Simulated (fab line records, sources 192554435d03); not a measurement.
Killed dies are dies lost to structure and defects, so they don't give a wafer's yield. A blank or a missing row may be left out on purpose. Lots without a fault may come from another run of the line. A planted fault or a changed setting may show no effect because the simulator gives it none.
fab line records | flow n5_finfet
record lots=24 wafers=72 last_day=17
route steps=1938 shown BEOL_M5@1170 BEOL_M6@1215
lots that met no fault: from a run of the same line without faults
start_h: hours from the record's first day to the start of the lot's first wafer shown | wait_h: hours since the lot's step before | " the same as in the row above | L1.1+2: a row that stands for several wafers | - no value, or no start given | * or withheld: withheld | < > ~ a bound
route shown NAME@n: a module of which the file shows steps, and the number in the route of the first | usual: mean/standard deviation of fault-free wafers | same: alike in all rows | chamber/n: place in a boat | sites: the reading at each site | _std_site: their standard deviation | _edge_site: outer sites' mean less inner sites' | radius_mm: how far each site lies from the wafer's centre | mask NAME#n: copy n | behind: the tool/chamber that last shaped the wafer | hold: why the lot was held/for how many hours/how that ended | device: the transistor (n, p or np) that didn't switch | end of line: the same wafers' tests at the end of the route | a step without rows: its recipe alone | killed: dies lost to structure and defects at the first sort, not the wafer's yield | map: a wafer's dies, x killed, . not, _ none there
set.NAME: the setting as run; set.NAME@STEP: as run at that earlier step | model.NAME: the simulator's own value behind a step, which no gauge read
steps of the route over a sample of lots; a table a step, a row a wafer
services: from which hour (start_h, from the record's first day; less than 0 if before it) a tool's chamber was out of use, for how many hours, and why
## steps
# step N5_BEOL_M5_DEGAS_44
# recipe ambient=vacuum temp_c=250 time_s=60
# usual heater_power_w=318/22
# columns lot.wafer tool chamber start_h wait_h heater_power_w
L074.3 pvd_sputter-03 - 170.50 0.3 366
L074.5 " - " " 328
L074.6 " - " " 348
L075.3 pvd_sputter-02 - 170.95 0.2 315
L075.4 " - " " 291
L075.6 " - " " 291
L076.3 pvd_sputter-02 - 185.07 0.3 285
L076.4 " - " " 336
L076.6 " - " " 297
L077.2 pvd_sputter-01 - 188.15 0.5 320
L077.5 " - " " 330
L077.6 " - " " 321
L078.1 pvd_sputter-03 - 198.03 0.4 283
L078.3 " - " " 363
L078.6 " - " " 291
L080.1 pvd_sputter-01 - 202.14 0.6 328
L080.2 " - " " 327
L080.4 " - " " 304
L079.1 pvd_sputter-03 - 205.36 0.4 325
L079.3 " - " " 332
L079.5 " - " " 367
L081.2 pvd_sputter-02 - 212.67 1.8 292
L081.5 " - " " 318
L081.6 " - " " 282
L082.1 pvd_sputter-02 - 213.31 0.3 288
L082.2 " - " " 288
L082.3 " - " " 312
L083.3 pvd_sputter-01 - 227.46 0.2 327
L083.4 " - " " 322
L083.5 " - " " 320
L084.3 pvd_sputter-02 - 237.22 0.2 285
L084.4 " - " " 321
L084.6 " - " " 320
L086.2 pvd_sputter-01 - 239.51 1.1 327
L086.3 " - " " 297
L086.5 " - " " 322
L085.2 pvd_sputter-02 - 242.54 0.3 312
L085.4 " - " " 288
L085.5 " - " " 288
L087.3 pvd_sputter-02 - 252.98 1.2 291
L087.4 " - " " 286
L087.5 " - " " 283
L088.1 pvd_sputter-01 - 264.09 0.3 326
L088.3 " - " " 318
L088.5 " - " " 321
L089.1 pvd_sputter-01 - 264.29 0.3 302
L089.5 " - " " 319
L089.6 " - " " 327
L090.2 pvd_sputter-01 - 264.37 0.3 325
L090.5 " - " " 327
L090.6 " - " " 298
L091.1 pvd_sputter-01 - 279.44 0.5 306
L091.2 " - " " 344
L091.6 " - " " 303
L092.1 pvd_sputter-03 - 283.23 0.5 363
L092.3 " - " " 338
L092.4 " - " " 286
L093.2 pvd_sputter-03 - 288.65 0.5 362
L093.4 " - " " 339
L093.5 " - " " 292
L094.1 pvd_sputter-01 - 292.57 0.3 322
L094.2 " - " " 296
L094.3 " - " " 340
L095.2 pvd_sputter-03 - 294.88 0.8 355
L095.3 " - " " 323
L095.5 " - " " 349
L096.2 pvd_sputter-01 - 306.68 0.6 325
L096.4 " - " " 308
L096.5 " - " " 320
L097.1 pvd_sputter-03 - 307.86 0.3 351
L097.3 " - " " 373
L097.5 " - " " 326
# step N5_BEOL_M5_PRE_CLEAN_45
# recipe gas=H2/He time_s=30 temp_c=250
# usual heater_power_w=318/23
# columns lot.wafer tool chamber start_h wait_h heater_power_w
L074.3 pvd_sputter-03 - 170.54 0.0 375
L074.5 " - " " 328
L074.6 " - " " 341
L075.3 pvd_sputter-02 - 170.99 0.0 311
L075.4 " - " " 288
L075.6 " - " " 284
L076.3 pvd_sputter-02 - 185.11 0.0 289
L076.4 " - " " 332
L076.6 " - " " 295
L077.2 pvd_sputter-01 - 188.19 0.0 330
L077.5 " - " " 325
L077.6 " - " " 322
L078.1 pvd_sputter-03 - 198.07 0.0 290
L078.3 " - " " 372
L078.6 " - " " 293
L080.1 pvd_sputter-01 - 202.18 0.0 320
L080.2 " - " " 321
L080.4 " - " " 304
L079.1 pvd_sputter-03 - 205.40 0.0 326
L079.3 " - " " 340
L079.5 " - " " 364
L081.2 pvd_sputter-02 - 212.71 0.0 286
L081.5 " - " " 326
L081.6 " - " " 286
L082.1 pvd_sputter-02 - 213.35 0.0 280
L082.2 " - " " 287
L082.3 " - " " 318
L083.3 pvd_sputter-01 - 227.50 0.0 327
L083.4 " - " " 328
L083.5 " - " " 323
L084.3 pvd_sputter-02 - 237.26 0.0 291
L084.4 " - " " 326
L084.6 " - " " 325
L086.2 pvd_sputter-01 - 239.55 0.0 325
L086.3 " - " " 302
L086.5 " - " " 325
L085.2 pvd_sputter-02 - 242.58 0.0 319
L085.4 " - " " 286
L085.5 " - " " 290
L087.3 pvd_sputter-02 - 253.02 0.0 291
L087.4 " - " " 291
L087.5 " - " " 283
L088.1 pvd_sputter-01 - 264.13 0.0 326
L088.3 " - " " 323
L088.5 " - " " 337
L089.1 pvd_sputter-01 - 264.33 0.0 300
L089.5 " - " " 318
L089.6 " - " " 336
L090.2 pvd_sputter-01 - 264.41 0.0 323
L090.5 " - " " 341
L090.6 " - " " 303
L091.1 pvd_sputter-01 - 279.48 0.0 302
L091.2 " - " " 327
L091.6 " - " " 302
L092.1 pvd_sputter-03 - 283.27 0.0 357
L092.3 " - " " 346
L092.4 " - " " 298
L093.2 pvd_sputter-03 - 288.69 0.0 360
L093.4 " - " " 347
L093.5 " - " " 295
L094.1 pvd_sputter-01 - 292.61 0.0 318
L094.2 " - " " 309
L094.3 " - " " 328
L095.2 pvd_sputter-03 - 294.92 0.0 364
L095.3 " - " " 322
L095.5 " - " " 349
L096.2 pvd_sputter-01 - 306.72 0.0 324
L096.4 " - " " 303
L096.5 " - " " 330
L097.1 pvd_sputter-03 - 307.90 0.0 345
L097.3 " - " " 370
L097.5 " - " " 319
# step N5_BEOL_M5_SPUTTER_81
# recipe material=Cu target_thk_a=150 temp_c=-20 chamber_pressure_pa=0.07 power_w=withheld time_s=27.62
# usual chamber_pressure_pa=0.06998/0.00014 throttle_valve_pct=29.9/1.2
# columns lot.wafer tool chamber start_h wait_h chamber_pressure_pa throttle_valve_pct
L074.3 pvd_sputter-03 - 172.17 0.5 0.07003 30.4
L074.5 " - " " 0.06985 29.7
L074.6 " - " " 0.07011 30.2
L075.3 pvd_sputter-02 - 173.06 0.5 0.06987 26.5
L075.4 " - " " 0.06973 30.2
L075.6 " - " " 0.06954 30.1
L076.3 pvd_sputter-03 - 186.75 0.5 0.06982 31.8
L076.4 " - " " 0.06985 30.1
L076.6 " - " " 0.06984 32.1
L077.2 pvd_sputter-01 - 190.00 0.5 0.06985 28.8
L077.5 " - " " 0.07007 30.9
L077.6 " - " " 0.06995 29.0
L078.1 pvd_sputter-03 - 199.74 0.5 0.06993 30.4
L078.3 " - " " 0.0699 30.4
L078.6 " - " " 0.06988 29.8
L080.1 pvd_sputter-01 - 204.23 0.5 0.06996 29.0
L080.2 " - " " 0.06985 29.7
L080.4 " - " " 0.06976 31.3
L079.1 pvd_sputter-02 - 207.08 0.5 0.06993 30.1
L079.3 " - " " 0.07013 26.9
L079.5 " - " " 0.07007 30.2
L081.2 pvd_sputter-03 - 214.46 0.5 0.07012 30.2
L081.5 " - " " 0.06973 30.1
L081.6 " - " " 0.06998 30.5
L082.1 pvd_sputter-02 - 215.24 0.5 0.06983 29.9
L082.2 " - " " 0.06991 27.0
L082.3 " - " " 0.07004 29.0
L083.3 pvd_sputter-03 - 229.79 0.5 0.07001 31.9
L083.4 " - " " 0.07 29.9
L083.5 " - " " 0.06985 29.9
L084.3 pvd_sputter-02 - 239.06 0.5 0.0701 30.3
L084.4 " - " " 0.07012 26.8
L084.6 " - " " 0.07008 29.8
L086.2 pvd_sputter-01 - 241.24 0.5 0.07018 29.7
L086.3 " - " " 0.06979 28.9
L086.5 " - " " 0.07023 29.4
L085.2 pvd_sputter-03 - 244.47 0.5 0.06995 32.1
L085.4 " - " " 0.07009 30.2
L085.5 " - " " 0.06974 31.8
L087.3 pvd_sputter-01 - 254.65 0.5 0.07004 31.3
L087.4 " - " " 0.06991 29.4
L087.5 " - " " 0.07024 28.9
L088.1 pvd_sputter-02 - 265.95 0.5 0.06987 28.5
L088.3 " - " " 0.06975 30.1
L088.5 " - " " 0.07002 30.2
L089.1 pvd_sputter-01 - 266.08 0.5 0.07019 29.3
L089.5 " - " " 0.07041 28.6
L089.6 " - " " 0.06996 31.4
L090.2 pvd_sputter-03 - 268.16 0.5 0.06999 32.1
L090.5 " - " " 0.06989 32.1
L090.6 " - " " 0.07007 30.2
L091.1 pvd_sputter-02 - 281.18 0.5 0.06985 28.7
L091.2 " - " " 0.06997 27.1
L091.6 " - " " 0.07013 29.7
L092.1 pvd_sputter-02 - 285.87 0.5 0.07008 26.7
L092.3 " - " " 0.06989 29.7
L092.4 " - " " 0.07 28.9
L093.2 pvd_sputter-03 - 290.48 0.5 0.06981 29.7
L093.4 " - " " 0.07011 30.2
L093.5 " - " " 0.06985 30.0
L094.1 pvd_sputter-01 - 294.26 0.5 0.06981 29.5
L094.2 " - " " 0.07011 29.1
L094.3 " - " " 0.06972 31.3
L095.2 pvd_sputter-02 - 296.57 0.5 0.07012 29.0
L095.3 " - " " 0.06984 26.6
L095.5 " - " " 0.06988 30.0
L096.2 pvd_sputter-02 - 308.39 0.5 0.07007 29.8
L096.4 " - " " 0.07001 30.4
L096.5 " - " " 0.06994 30.4
L097.1 pvd_sputter-03 - 311.42 0.5 0.06986 30.1
L097.3 " - " " 0.0702 32.0
L097.5 " - " " 0.07011 29.8
# step N5_BEOL_M5_PRE_CLEAN_77
# recipe gas=NH3/H2 time_s=15 temp_c=* rf_power_w=300
# usual heater_power_w=87/17 rf_fwd_power_W=297.1/1.4
# columns lot.wafer tool chamber start_h wait_h heater_power_w rf_fwd_power_W
L074.3 cvd_co-01 0 176.26 0.0 64 297.6
L074.5 " 0 " " 67 296.7
L074.6 " 1 " " 108 297.3
L075.3 cvd_co-01 1 177.51 0.0 107 298.6
L075.4 " 0 " " 65 296.9
L075.6 " 2 " " 85 296.1
L076.3 cvd_co-01 2 190.85 0.0 89 297.4
L076.4 " 2 " " 87 298.1
L076.6 " 0 " " 67 295.8
L077.2 cvd_co-02 2 194.09 0.0 61 295.9
L077.5 " 0 " " 101 297.7
L077.6 " 2 " " 61 295.9
L078.1 cvd_co-02 1 203.83 0.0 91 298.2
L078.3 " 0 " " 102 297.3
L078.6 " 0 " " 103 297.0
L080.1 cvd_co-01 0 208.32 0.0 68 295.6
L080.2 " 1 " " 110 296.5
L080.4 " 1 " " 108 297.1
L079.1 cvd_co-01 2 212.04 0.0 87 297.1
L079.3 " 2 " " 87 298.2
L079.5 " 2 " " 89 296.8
L081.2 cvd_co-02 2 218.61 0.0 63 295.7
L081.5 " 1 " " 92 299.3
L081.6 " 0 " " 102 297.1
L082.1 cvd_co-01 1 219.56 0.3 110 298.1
L082.2 " 0 " " 65 297.6
L082.3 " 2 " " 87 297.9
L083.3 cvd_co-02 1 233.97 0.1 93 298.1
L083.4 " 1 " " 90 296.9
L083.5 " 2 " " 63 295.3
L084.3 cvd_co-02 2 243.17 0.0 61 295.3
L084.4 " 2 " " 62 294.3
L084.6 " 1 " " 90 298.9
L086.2 cvd_co-02 2 245.41 0.0 64 295.1
L086.3 " 1 " " 91 299.7
L086.5 " 0 " " 100 297.4
L085.2 cvd_co-02 0 248.56 0.0 103 297.7
L085.4 " 1 " " 91 299.7
L085.5 " 2 " " 61 295.7
L087.3 cvd_co-01 0 258.80 0.0 67 298.6
L087.4 " 2 " " 88 298.1
L087.5 " 0 " " 67 298.9
L088.1 cvd_co-02 0 270.04 0.0 101 295.6
L088.3 " 2 " " 64 296.6
L088.5 " 2 " " 63 296.1
L089.1 cvd_co-01 0 270.27 0.0 66 298.4
L089.5 " 1 " " 107 299.0
L089.6 " 2 " " 90 296.6
L090.2 cvd_co-02 0 273.00 0.0 101 296.5
L090.5 " 2 " " 62 293.8
L090.6 " 1 " " 91 299.3
L091.1 cvd_co-02 2 285.28 0.0 62 295.4
L091.2 " 1 " " 92 299.1
L091.6 " 0 " " 102 295.2
L092.1 cvd_co-02 1 289.98 0.0 93 299.3
L092.3 " 2 " " 65 295.7
L092.4 " 0 " " 104 298.2
L093.2 cvd_co-01 0 294.57 0.0 67 297.8
L093.4 " 0 " " 68 296.5
L093.5 " 2 " " 92 296.9
L094.1 cvd_co-02 2 298.35 0.0 63 294.7
L094.2 " 1 " " 92 298.4
L094.3 " 0 " " 103 296.2
L095.2 cvd_co-02 2 300.68 0.1 64 294.7
L095.3 " 0 " " 101 296.6
L095.5 " 2 " " 62 294.8
L096.2 cvd_co-02 1 312.62 0.2 93 297.2
L096.4 " 1 " " 92 297.7
L096.5 " 2 " " 63 294.3
L097.1 cvd_co-01 2 315.53 0.0 92 296.9
L097.3 " 1 " " 107 298.8
L097.5 " 0 " " 68 297.4
# step N5_BEOL_M6_HM_OPEN_17
# recipe chemistry=Cl2/BCl3 target_depth_a=200 overetch_a=60 target=TiN mask_material=SOC ion_energy_ev=150 pressure_mtorr=10 icp_w=1000 bias_w=126 Cl2_flow_sccm=53.25 bcl3_flow_sccm=21.75 Ar_flow_sccm=25
# usual drypump_motor_current_A=5.9/0.44 oes_product_au=0.68/0.034 rf_fwd_power_W=993/3.6 throttle_valve_pct=22.12/0.17
# columns lot.wafer tool chamber start_h wait_h drypump_motor_current_A oes_product_au rf_fwd_power_W rf_hours_counter_h throttle_valve_pct
L074.3 rie_metal-01 0 179.52 0.1 5.8 0.69 994 - 22.07
L074.5 " 0 " " 5.8 0.68 992 - 22.07
L074.6 " 1 " " 5.8 0.69 999 - 22.12
L075.3 rie_metal-03 0 179.83 0.1 6.5 0.70 987 - 22.08
L075.4 " 1 " " 6.1 0.77 990 - 22.52
L075.6 " 1 " " 6.1 0.77 995 - 22.52
L076.3 rie_metal-01 1 193.13 0.1 5.8 0.68 997 - 22.12
L076.4 " 0 " " 5.8 0.68 995 - 22.07
L076.6 " 0 " " 5.8 0.69 1000 - 22.07
L077.2 rie_metal-02 0 197.13 0.0 6.3 0.66 994 43 21.89
L077.5 " 1 " " 5.2 0.71 993 - 22.13
L077.6 " 0 " " 6.3 0.66 990 - 21.91
L078.1 rie_metal-03 0 206.04 0.0 6.5 0.71 991 24 22.03
L078.3 " 0 " " 6.5 0.71 993 - 22.06
L078.6 " 0 " " 6.5 0.71 997 - 22.04
L080.1 rie_metal-02 0 211.17 0.0 6.4 0.66 986 44 21.91
L080.2 " 1 " " 5.2 0.71 996 29 22.12
L080.4 " 0 " " 6.4 0.65 985 - 21.91
L079.1 rie_metal-02 1 214.09 0.0 5.2 0.71 991 29 22.12
L079.3 " 1 " " 5.2 0.71 987 - 22.12
L079.5 " 1 " " 5.2 0.71 991 - 22.14
L081.2 rie_metal-02 0 221.07 0.0 6.4 0.65 1001 45 21.91
L081.5 " 1 " " 5.2 0.70 989 - 22.14
L081.6 " 0 " " 6.4 0.65 996 - 21.91
L082.1 rie_metal-02 0 221.66 0.0 6.4 0.65 993 45 21.90
L082.2 " 1 " " 5.2 0.70 991 30 22.15
L082.3 " 0 " " 6.4 0.66 993 - 21.91
L083.3 rie_metal-01 1 237.10 0.1 5.8 0.66 993 - 22.13
L083.4 " 0 " " 5.8 0.67 994 - 22.08
L083.5 " 1 " " 5.8 0.67 993 - 22.15
L084.3 rie_metal-03 0 246.39 0.1 6.5 0.70 989 - 22.07
L084.4 " 1 " " 6.2 0.74 991 - 22.53
L084.6 " 1 " " 6.1 0.75 992 - 22.51
L086.2 rie_metal-03 1 247.34 0.0 6.2 0.73 990 9 22.53
L086.3 " 0 " " 6.5 0.69 984 - 22.09
L086.5 " 0 " " 6.5 0.68 988 - 22.09
L085.2 rie_metal-02 1 251.28 0.0 5.2 0.70 988 33 22.14
L085.4 " 1 " " 5.2 0.69 989 - 22.13
L085.5 " 1 " " 5.2 0.70 987 - 22.12
L087.3 rie_metal-01 1 261.42 0.1 5.8 0.64 993 - 22.16
L087.4 " 0 " " 5.8 0.66 999 - 22.09
L087.5 " 0 " " 5.8 0.65 992 - 22.10
L088.1 rie_metal-02 1 273.22 0.0 5.2 0.69 989 34 22.13
L088.3 " 1 " " 5.2 0.69 994 - 22.14
L088.5 " 1 " " 5.2 0.69 994 - 22.14
L089.1 rie_metal-03 0 273.34 0.0 6.5 0.69 994 29 22.06
L089.5 " 0 " " 6.5 0.69 992 - 22.09
L089.6 " 1 " " 6.1 0.74 991 - 22.52
L090.2 rie_metal-01 0 274.83 0.0 5.8 0.66 993 51 22.08
L090.5 " 0 " " 5.8 0.66 996 - 22.08
L090.6 " 1 " " 5.8 0.65 993 - 22.15
L091.1 rie_metal-01 0 289.21 0.0 5.8 0.66 991 52 22.09
L091.2 " 1 " " 5.8 0.64 997 44 22.16
L091.6 " 0 " " 5.8 0.65 997 - 22.09
L092.1 rie_metal-01 1 292.99 0.0 5.8 0.66 996 44 22.14
L092.3 " 0 " " 5.8 0.66 992 - 22.07
L092.4 " 1 " " 5.8 0.65 991 - 22.14
L093.2 rie_metal-02 0 297.52 0.0 6.3 0.64 989 51 21.92
L093.4 " 1 " " 5.2 0.69 990 - 22.18
L093.5 " 1 " " 5.2 0.68 989 - 22.14
L094.1 rie_metal-01 1 300.86 0.0 5.8 0.65 995 45 22.14
L094.2 " 0 " " 5.8 0.65 997 53 22.09
L094.3 " 1 " " 5.8 0.64 997 - 22.15
L095.2 rie_metal-02 1 305.35 0.0 5.2 0.69 987 37 22.14
L095.3 " 1 " " 5.2 0.68 987 - 22.15
L095.5 " 0 " " 6.3 0.63 984 - 21.92
L096.2 rie_metal-03 0 315.72 0.0 6.5 0.67 991 35 22.09
L096.4 " 1 " " 6.1 0.72 996 - 22.53
L096.5 " 1 " " 6.1 0.72 991 - 22.53
L097.1 rie_metal-02 0 318.09 0.0 6.4 0.63 990 53 21.93
L097.3 " 1 " " 5.2 0.68 995 - 22.12
L097.5 " 1 " " 5.2 0.68 990 - 22.13
# step N5_BEOL_M6_OVL_MEAS_29
# recipe points_per_wafer=522
# usual V5_OVL=0.0/0.66
# same points_per_wafer=522
# columns lot.wafer tool chamber start_h wait_h V5_OVL[nm]
L075.3 overlay-02 0 181.31 0.0 0.6
L075.4 " 0 " " 0.8
L075.6 " 0 " " 1.2
L074.3 overlay-02 0 181.36 0.0 -0.9
L074.5 " 0 " " -1.4
L074.6 " 0 " " -0.7
L076.3 overlay-02 0 194.59 0.0 0.8
L076.4 " 0 " " 1.0
L076.6 " 0 " " 1.6
L077.2 overlay-02 0 197.68 0.0 0.1
L077.5 " 0 " " 0.7
L077.6 " 0 " " -1.0
L078.1 overlay-02 0 207.38 0.0 0.3
L078.3 " 0 " " 0.0
L078.6 " 0 " " 0.0
L080.1 overlay-01 0 212.38 0.0 0.1
L080.2 " 0 " " 0.6
L080.4 " 0 " " -0.3
L079.1 overlay-01 0 217.06 0.0 0.9
L079.3 " 0 " " 0.1
L079.5 " 0 " " 0.1
L081.2 overlay-02 0 222.16 0.0 0.7
L081.5 " 0 " " -1.1
L081.6 " 0 " " -0.4
L082.1 overlay-02 0 222.60 0.0 -0.3
L082.2 " 0 " " 0.0
L082.3 " 0 " " -0.7
L083.3 overlay-01 0 239.33 0.0 0.0
L083.4 " 0 " " 0.0
L083.5 " 0 " " -0.3
L086.2 overlay-01 0 248.61 0.0 0.6
L086.3 " 0 " " 0.8
L086.5 " 0 " " 1.2
L084.3 overlay-01 0 248.79 0.0 -0.6
L084.4 " 0 " " -0.5
L084.6 " 0 " " 0.4
L085.2 overlay-02 0 252.54 0.0 0.3
L085.4 " 0 " " 0.4
L085.5 " 0 " " 0.0
L087.3 overlay-01 0 262.58 0.0 -0.1
L087.4 " 0 " " -1.0
L087.5 " 0 " " 1.4
L088.1 overlay-02 0 275.61 0.0 0.9
L088.3 " 0 " " -1.8
L088.5 " 0 " " -0.7
L089.1 overlay-01 0 275.65 0.0 0.1
L089.5 " 0 " " -0.7
L089.6 " 0 " " 0.4
L090.2 overlay-01 0 275.74 0.0 0.6
L090.5 " 0 " " -0.4
L090.6 " 0 " " 1.7
L091.1 overlay-01 0 289.76 0.0 -0.2
L091.2 " 0 " " 0.4
L091.6 " 0 " " 0.0
L092.1 overlay-01 0 293.77 0.0 0.1
L092.3 " 0 " " 0.1
L092.4 " 0 " " -0.3
L093.2 overlay-01 0 298.95 0.0 -0.2
L093.4 " 0 " " -0.1
L093.5 " 0 " " -0.3
L094.1 overlay-01 0 303.16 0.0 0.8
L094.2 " 0 " " -0.1
L094.3 " 0 " " 0.6
L095.2 overlay-01 0 305.92 0.0 -0.1
L095.3 " 0 " " -0.6
L095.5 " 0 " " -0.2
L096.2 overlay-01 0 316.30 0.0 0.1
L096.4 " 0 " " 0.0
L096.5 " 0 " " 1.2
L097.1 overlay-01 0 320.40 0.0 -1.1
L097.3 " 0 " " -0.7
L097.5 " 0 " " -0.8
## services
# columns tool chamber start_h hours kind
rie_metal-03 1 181.20 12.1 repair
cvd_co-02 1 187.00 10.4 repair
cvd_co-01 0 211.71 6.2 repair
rie_metal-03 - 249.95 2.8 pm
cvd_co-02 2 279.64 3.0 repair
rie_metal-02 - 293.03 1.4 pm
cvd_co-02 - 305.69 0.8 repair
## key
fault none
